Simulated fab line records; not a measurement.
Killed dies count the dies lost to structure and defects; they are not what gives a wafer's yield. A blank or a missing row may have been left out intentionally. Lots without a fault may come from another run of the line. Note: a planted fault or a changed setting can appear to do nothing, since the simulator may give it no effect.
Matching of chambers | flow n5Finfet | pecvd-03 running N5_BEOL_M0_SAQP_HM_DEP_111: 3 sister chambers
The step deposits SiO2 from SiH4/N2O, target thk 12 nm, time 7.2 s. 3 wafers are shown with their chamber, then 8 later ones without.

## EACH WAFER AND ITS CHAMBER
wafer  | chamber | showerheadPlenumPTorr (Torr)
L084.2 | 0       | 7.91
L084.4 | 2       | 7.99
L086.2 | 1       | 7.95

## WAFERS MISSING THEIR CHAMBER
wafer  | showerheadPlenumPTorr (Torr)
L086.3 | 7.91
L086.4 | 8.00
L091.1 | 7.92
L091.3 | 7.96
L091.6 | 7.94
L092.1 | 7.93
L092.2 | 7.91
L092.6 | 7.94

## THE CHAMBER EACH PASSED THROUGH
wafer  | from the rows above     | in truth
L086.3 | 0                       | 0
L086.4 | 2                       | 2
L091.1 | can't be placed: 0 or 1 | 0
L091.3 | can't be placed: 1 or 2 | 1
L091.6 | can't be placed: 1 or 0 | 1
L092.1 | can't be placed: 0 or 1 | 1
L092.2 | 0                       | 0
L092.6 | can't be placed: 1 or 0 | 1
Placed correctly: 3 of 8. Unplaceable from these rows: 5, with the true chamber sitting among the candidates in 5. 0 placed wrongly.
How it was worked out, from the rows above alone: a wafer's distance from a chamber is the root of the sum, over the readings, of the square of ((its reading less the chamber's mean) divided by the reading's scatter). If the next closest chamber is less than 2 further off than the closest, the wafer can't be placed; otherwise it belongs to the closest. For every chamber, the mean is computed from those of its wafers that are shown. The scatter: root of mean squared gap, hidden wafer to nearest shown wafer, with one shown wafer a chamber.
